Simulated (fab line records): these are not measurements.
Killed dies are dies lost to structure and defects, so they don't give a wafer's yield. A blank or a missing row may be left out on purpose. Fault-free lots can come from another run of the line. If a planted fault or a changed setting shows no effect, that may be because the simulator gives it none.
Matching of chambers | flow n5Finfet | rieDiel-04 running N5_FIN_SAQP_ETCH_67: 4 sister chambers
The step etches SiNx in CH3F/O2, target depth 30 nm. 4 wafers are shown with their chamber, then 8 later ones without.

WAFERS WITH THEIR CHAMBER
wafer  | chamber | drypumpMotorCurrentA (A)
L084.6 | 2       | 4.9
L085.5 | 0       | 6.7
L085.6 | 1       | 5.6
L088.2 | 3       | 4.9

WAFERS WITHOUT THEIR CHAMBER
wafer  | drypumpMotorCurrentA (A)
L088.3 | 5.0
L088.6 | 4.9
L093.1 | 5.0
L093.4 | 5.7
L093.6 | 5.6
L094.1 | 5.7
L094.5 | 5.0
L094.6 | 4.9

CHAMBER TAKEN BY EACH
wafer  | from the rows above     | in truth
L088.3 | can't be placed: 2 or 3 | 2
L088.6 | can't be placed: 2 or 3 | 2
L093.1 | can't be placed: 2 or 3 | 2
L093.4 | 1                       | 1
L093.6 | 1                       | 1
L094.1 | 1                       | 1
L094.5 | can't be placed: 2 or 3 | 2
L094.6 | can't be placed: 2 or 3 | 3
Placed correctly: 3 of 8. Can't be placed from these rows: 5 (the true chamber is among the candidates in 5). Number placed wrongly: 0.
How it was worked out, from the rows above alone: a wafer's distance from a chamber is the root of the sum, over the readings, of the square of ((its reading less the chamber's mean) divided by the reading's scatter). If the next closest chamber is less than 2 further off than the closest, the wafer can't be placed; otherwise it belongs to the closest. For every chamber, the mean is computed from those of its wafers that are shown. The scatter: root of mean squared gap, hidden wafer to nearest shown wafer, with one shown wafer a chamber.
